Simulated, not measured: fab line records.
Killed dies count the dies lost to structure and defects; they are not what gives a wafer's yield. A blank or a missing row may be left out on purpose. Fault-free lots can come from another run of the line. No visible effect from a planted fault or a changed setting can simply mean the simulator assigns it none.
fab line records	flow n5-finfet
record lots=10	wafers=26	last-day=18
route steps=1938 shown BEOL_M9@1437
lots that met no fault: from a run of the same line without faults
start-h: the number of hours between the record's first day and the start of the first shown wafer of the lot	wait-h: how many hours have passed since the lot's step before this one	" unchanged from the row above	L1.1+2: one row covering several wafers at once	- either no value or no given start	* or withheld: withheld	< > ~ a bound
route shown NAME@n: a module of which the file shows steps, and the number in the route of the first	usual: average and standard deviation across the fault-free wafers	same: alike in all rows	chamber/n: place in a boat	sites: readings site by site	_std_site: standard deviation across them	_edge_site: mean of outer sites minus mean of inner sites	radius-mm: for every site, how far away it sits from the centre of the wafer	mask NAME#n: copy n	behind: the most recent tool/chamber to have shaped the wafer	hold: why the lot was held/for how many hours/how that ended	device: whichever transistor did not switch (one of n, p or np)	end of line: the tests these same wafers got at the end of their route	for a step that has no rows: nothing shown but its recipe	killed: the dies lost at the first sort to structure and to defects; this is not the yield of the wafer	map: shows each die of a wafer: x if killed, . if not, _ if none is there
set.NAME: the setting as run; set.NAME@STEP: as run at that earlier step	model.NAME: the simulator's own value behind a step, which no gauge read
a sample of lots followed through the steps of the route, with each step as a table and each wafer as a row
services: from which hour (start-h, from the record's first day; less than 0 if before it) a tool's chamber was out of use, for how many hours, and why
## steps
# step N5_BEOL_M9_DESCUM_33
# recipe chemistry=O2	time-s=7	source-power-w=50	bias-power-w=20	pressure-mtorr=20	rf-frequency-hz=2.712e+07	temp-c=40	resist=CAR-EUV	o2-flow-sccm=225
# usual drypump-motor-current-A=5.6/0.44	oes-product-au=0.79/0.084	rf-vpp-V=243.0/1.6	showerhead-plenum-p-Torr=2.08/0.081	throttle-valve-pct=20.4/0.31
lot.wafer	tool	chamber	start-h	wait-h	drypump-motor-current-A	oes-product-au	rf-hours-counter-h	rf-vpp-V	showerhead-plenum-p-Torr	throttle-valve-pct
L258.2	rie-diel-04	1	209.39	0.1	5.0	0.67	243	242.5	2.04	20.4
L258.3	"	0	"	"	6.3	0.84	54	244.4	2.02	20.5
L258.5	"	1	"	"	5.0	0.67	-	241.9	2.04	20.4
L259.2	rie-diel-03	0	226.20	0.0	5.8	0.70	189	245.6	2.20	21.0
L259.4	"	2	"	"	6.0	0.70	230	240.3	1.98	20.4
L259.6	"	0	"	"	5.8	0.70	-	244.5	2.20	21.1
L262.1	rie-diel-04	3	229.61	0.2	5.4	0.84	48	246.3	2.23	20.0
L262.2	"	1	"	"	5.1	0.67	249	242.6	2.04	20.4
L262.5	"	0	"	"	6.3	0.84	-	241.7	2.02	20.5
L268.2	rie-diel-04	2	271.71	0.0	5.0	0.72	201	240.7	1.98	20.4
L268.3	"	3	"	"	5.4	0.83	61	243.5	2.23	20.0
L268.6	"	1	"	"	5.0	0.94	-	242.1	2.03	20.1
L267.1	rie-diel-03	3	281.68	0.0	5.9	0.86	55	243.5	2.12	20.3
L267.4	"	0	"	"	5.8	0.69	205	243.4	2.19	21.1
L267.5	"	1	"	"	4.9	0.89	-	244.4	2.14	20.4
L269.3	rie-diel-04	2	291.29	0.0	5.0	0.71	208	240.8	1.98	20.4
L269.6	"	2	"	"	5.0	0.71	-	240.7	1.98	20.4
L277.5	rie-diel-05	1	331.55	0.0	5.5	0.71	-	241.4	2.00	20.3
L277.6	"	2	"	"	5.8	0.71	-	242.1	2.10	20.8
L278.1	rie-diel-04	0	346.24	0.0	6.3	0.79	97	243.1	2.01	20.6
L278.3	"	1	"	"	5.0	0.89	31	240.4	2.02	20.1
L281.2	rie-diel-04	1	348.72	0.2	5.1	0.88	32	242.4	2.02	20.1
L281.4	"	3	"	"	5.4	0.79	87	244.4	2.22	20.0
L281.5	"	2	"	"	5.0	0.71	-	241.0	1.98	20.4
L280.3	rie-diel-05	2	353.56	0.1	5.7	0.70	191	241.0	2.10	20.8
L280.5	"	3	"	"	5.4	0.77	-	243.9	2.11	20.7
# step N5_BEOL_M9_ETCH_76
# recipe chemistry=N2/H2	target=underlayer	target-depth-a=65	mask-material=CAR-EUV	time-s=5.2	ion-energy-ev=200	pressure-mtorr=30	source-w=840	bias-w=150	n2-flow-sccm=200	h2-flow-sccm=200	ends=cleared
# usual drypump-motor-current-A=5.6/0.45	etch-rf-on-time-s=5.17/0.13	oes-product-au=0.68/0.072	rf-vpp-V=523.5/2.7	showerhead-plenum-p-Torr=2.53/0.091	throttle-valve-pct=17.8/0.3
lot.wafer	tool	chamber	start-h	wait-h	drypump-motor-current-A	etch-rf-on-time-s	oes-product-au	rf-hours-counter-h	rf-vpp-V	showerhead-plenum-p-Torr	throttle-valve-pct
L258.2	rie-diel-04	1	209.42	0.0	5.0	5.21	0.57	243	523.3	2.48	17.8
L258.3	"	0	"	"	6.3	4.98	0.74	54	522.7	2.49	18.1
L258.5	"	1	"	"	5.1	5.19	0.57	-	522.3	2.48	17.8
L259.2	rie-diel-03	0	226.24	0.0	5.8	5.43	0.59	189	527.0	2.64	18.3
L259.4	"	2	"	"	6.0	5.29	0.59	230	518.3	2.41	17.9
L259.6	"	0	"	"	5.8	5.38	0.60	-	525.4	2.64	18.3
L262.1	rie-diel-04	3	229.64	0.0	5.4	5.27	0.72	48	530.0	2.71	17.4
L262.2	"	1	"	"	5.0	5.17	0.57	249	522.4	2.48	17.9
L262.5	"	0	"	"	6.3	5.04	0.73	-	522.5	2.48	18.1
L268.2	rie-diel-04	2	271.75	0.0	5.0	5.08	0.63	201	521.4	2.42	18.0
L268.3	"	3	"	"	5.4	5.16	0.69	61	529.5	2.70	17.5
L268.6	"	1	"	"	5.0	5.10	0.79	-	521.3	2.48	17.4
L267.1	rie-diel-03	3	281.71	0.0	5.8	5.11	0.72	55	526.3	2.55	17.5
L267.4	"	0	"	"	5.8	5.51	0.59	205	524.3	2.64	18.4
L267.5	"	1	"	"	4.9	5.03	0.77	-	524.9	2.61	18.0
L269.3	rie-diel-04	2	291.32	0.0	5.0	5.16	0.62	208	522.3	2.42	18.0
L269.6	"	2	"	"	5.0	5.12	0.63	-	519.3	2.42	18.0
L277.5	rie-diel-05	1	331.57	0.0	5.5	5.18	0.61	-	520.9	2.40	17.6
L277.6	"	2	"	"	5.8	5.32	0.60	-	523.4	2.52	18.1
L278.1	rie-diel-04	0	346.28	0.0	6.3	5.05	0.69	97	522.0	2.47	18.2
L278.3	"	1	"	"	5.1	5.11	0.75	31	520.1	2.47	17.4
L281.2	rie-diel-04	1	348.76	0.0	5.0	5.10	0.73	32	522.4	2.47	17.5
L281.4	"	3	"	"	5.4	5.19	0.67	87	526.0	2.69	17.5
L281.5	"	2	"	"	5.0	5.11	0.62	-	518.6	2.42	18.0
L280.3	rie-diel-05	2	353.59	0.0	5.8	5.24	0.60	191	524.7	2.52	18.2
L280.5	"	3	"	"	5.5	5.08	0.67	-	523.4	2.53	17.9
# step N5_BEOL_M9_ETCH_41
# recipe chemistry=CH3F/O2	target=SiCN	target-depth-a=366	taper-deg=2	time-s=70.1	ion-energy-ev=120	mask-material=TiN	pressure-mtorr=30	source-w=395	bias-w=75	Ar_flow_sccm=150	CH3F_flow_sccm=30	O2_flow_sccm=20
# usual drypump-motor-current-A=5.6/0.45	mfc-ar-sccm=150.0/0.5	oes-product-au=0.79/0.083	rf-vpp-V=297.2/1.8	showerhead-plenum-p-Torr=1.99/0.074	throttle-valve-pct=16.29/0.25
lot.wafer	tool	chamber	start-h	wait-h	drypump-motor-current-A	mfc-ar-sccm	oes-product-au	rf-hours-counter-h	rf-vpp-V	showerhead-plenum-p-Torr	throttle-valve-pct
L258.2	rie-diel-04	1	-	-	5.0	150.2	0.67	244	296.7	1.96	16.47
L258.3	"	0	"	"	6.3	149.7	0.85	54	296.2	1.94	16.39
L258.5	"	1	"	"	5.0	150.6	0.67	-	296.7	1.96	16.47
L259.2	rie-diel-03	0	-	-	5.8	150.0	0.71	189	298.7	2.07	16.74
L259.4	"	2	"	"	6.0	149.8	0.69	230	293.8	1.90	16.40
L259.6	"	0	"	"	5.8	149.3	0.70	-	298.3	2.07	16.73
L262.1	rie-diel-04	3	-	-	5.4	150.3	0.84	49	300.4	2.13	15.86
L262.2	"	1	"	"	5.0	150.1	0.66	249	294.6	1.96	16.48
L262.5	"	0	"	"	6.3	149.5	0.85	-	296.0	1.94	16.41
L268.2	rie-diel-04	2	-	-	5.0	150.1	0.72	202	295.1	1.90	16.37
L268.3	"	3	"	"	5.4	150.9	0.82	62	299.9	2.13	15.88
L268.6	"	1	"	"	5.0	150.0	0.92	-	295.9	1.96	16.01
L267.1	rie-diel-03	3	-	-	5.9	149.5	0.86	55	298.1	2.04	16.27
L267.4	"	0	"	"	5.8	148.8	0.69	206	298.7	2.06	16.77
L267.5	"	1	"	"	4.9	148.5	0.90	-	298.4	2.04	16.20
L269.3	rie-diel-04	2	-	-	5.0	150.7	0.72	208	294.0	1.90	16.36
L269.6	"	2	"	"	5.0	149.9	0.72	-	294.9	1.90	16.37
L277.5	rie-diel-05	1	-	-	5.5	150.4	0.71	-	295.1	1.88	16.12
L277.6	"	2	"	"	5.8	149.7	0.71	-	296.6	1.99	16.57
L278.1	rie-diel-04	0	-	-	6.3	149.7	0.80	98	296.3	1.93	16.52
L278.3	"	1	"	"	5.1	149.6	0.87	31	296.4	1.95	16.07
L281.2	rie-diel-04	1	-	-	5.0	150.3	0.87	32	295.7	1.95	16.07
L281.4	"	3	"	"	5.4	150.5	0.80	87	299.2	2.12	15.94
L281.5	"	2	"	"	5.0	150.1	0.71	-	295.0	1.90	16.43
L280.3	rie-diel-05	2	-	-	5.8	149.4	0.70	191	297.4	1.99	16.57
L280.5	"	3	"	"	5.4	149.1	0.77	-	297.8	2.01	16.46
# step N5_BEOL_M9_CMP_52
# recipe stop-on=SiCOH_lowk	t-overpolish-s=7	down-force-psi=1	platen-rpm=50	clearing-platen-down-force-psi=1.5	clearing-platen-rpm=50	post-cmp-clean=cu-alkaline	target-thk-nm=140	clearing-platen-pad-velocity-m-s=0.99484	pad-velocity-m-s=0.99484
# usual barrier-field-endpoint-s=29.0/0.73	clearing-platen-down-force-psi=1.500/0.0031	motor-current-A=6.0/0.45	overpolish-run-s=7.001/0.0094	platen-rpm=50.00/0.037	time-to-endpoint-s=66.3/2.8
lot.wafer	tool	chamber	start-h	wait-h	barrier-field-endpoint-s	clearing-platen-down-force-psi	motor-current-A	overpolish-run-s	platen-rpm	time-to-endpoint-s
L258.3	cmp-01	3	212.63	0.3	28.7	1.500	5.6	6.997	50.04	69.2
L258.2	"	0	"	"	29.1	1.497	5.8	7.005	50.03	67.1
L258.5	"	3	"	"	29.5	1.495	5.7	7.004	50.04	66.8
L259.4	cmp-01	2	230.15	0.2	29.7	1.499	5.3	7.012	50.05	67.2
L259.2	"	0	"	"	30.7	1.504	5.5	7.001	50.06	72.7
L259.6	"	2	"	"	30.1	1.500	5.2	7.007	49.92	70.8
L262.1	cmp-04	1	233.06	0.3	28.7	1.495	6.4	6.997	50.01	65.1
L262.2	"	3	"	"	27.5	1.504	6.5	6.981	50.00	63.0
L262.5	"	1	"	"	28.8	1.497	6.5	6.992	49.97	64.7
L268.2	cmp-01	0	274.39	0.3	30.4	1.500	5.9	6.999	49.93	69.4
L268.3	"	3	"	"	29.9	1.500	6.2	7.009	50.05	70.4
L268.6	"	1	"	"	30.8	1.503	6.3	6.994	50.03	68.6
L267.4	cmp-04	1	284.45	0.2	29.5	1.504	6.8	6.997	50.00	66.4
L267.1	"	2	"	"	28.6	1.503	6.1	6.989	49.95	64.6
L267.5	"	1	"	"	29.4	1.498	6.5	6.982	50.01	66.3
L269.3	cmp-01	3	294.02	0.3	28.8	1.498	5.9	6.992	50.05	66.6
L269.6	"	1	"	"	28.4	1.503	6.2	6.988	49.99	65.6
L277.6	cmp-01	2	334.33	0.2	28.9	1.496	5.4	7.010	49.98	65.0
L277.5	"	3	"	"	16.2	1.495	5.8	7.012	50.01	35.2
L278.3	cmp-01	0	348.65	0.2	29.4	1.494	5.8	7.000	50.00	69.0
L278.1	"	1	"	"	16.1	1.499	6.4	6.978	50.03	36.7
L281.4	cmp-02	1	353.19	0.2	28.1	1.506	6.5	7.003	50.02	62.9
L281.2	"	2	"	"	28.0	1.503	5.4	7.010	50.06	66.3
L281.5	"	1	"	"	28.3	1.506	6.4	7.011	49.95	66.7
L280.3	cmp-01	1	357.64	0.3	27.8	1.498	6.3	6.998	50.01	64.9
L280.5	"	1	"	"	15.6	1.500	6.2	6.997	50.01	36.1
## services
tool	chamber	start-h	hours	kind
cmp-04	-	199.30	4.0	pm
rie-diel-04	-	199.56	1.0	repair
cmp-01	-	207.51	4.9	pm
cmp-02	-	214.68	4.4	repair
cmp-01	-	221.30	2.3	repair
rie-diel-04	1	231.91	-	clean
rie-diel-04	1	231.91	-	consumable-replace:focus-ring
rie-diel-04	1	231.91	14.9	scheduled-down
rie-diel-04	1	231.91	14.9	vent-cycle
cmp-04	-	239.55	1.1	repair
rie-diel-05	-	243.98	0.4	repair
rie-diel-05	1	248.26	8.4	repair
rie-diel-05	-	265.91	4.3	pm
cmp-01	-	268.13	1.9	repair
cmp-04	-	270.86	6.2	pm
rie-diel-05	-	283.06	1.3	repair
rie-diel-03	2	284.87	-	clean
rie-diel-03	2	284.87	-	consumable-replace:focus-ring
rie-diel-03	2	284.87	-	consumable-replace:showerhead
cmp-01	-	289.09	4.0	pm
cmp-02	-	297.12	0.5	repair
rie-diel-04	2	310.40	11.5	repair
cmp-02	-	321.56	0.3	repair
cmp-04	-	355.32	2.5	repair
## key
first-sign step=N5_BEOL_M9_CMP_52	reading=barrier-field-endpoint-s	direction=down	sigmas=18	usual=29.0	struck=16.0
effect step=N5_BEOL_M9_CMP_52	reading=time-to-endpoint-s	direction=down	sigmas=11	usual=*	struck=*
met-at N5_BEOL_M9_CMP_52
struck-lots L277,L278,L280
struck-wafers L277.5,L278.1,L280.5
not-acting-at N5_BEOL_M9_DESCUM_33,N5_BEOL_M9_ETCH_76,N5_BEOL_M9_ETCH_41
onset-between 294.02 334.33
fault kind=process-parameter-drift	tool=cmp-01	chamber=-	onset-h=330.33	steps=N5_BEOL_M9_CMP_52	channel=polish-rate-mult	offset=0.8	shape=step	end-h=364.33	scope=struck-wafers-only
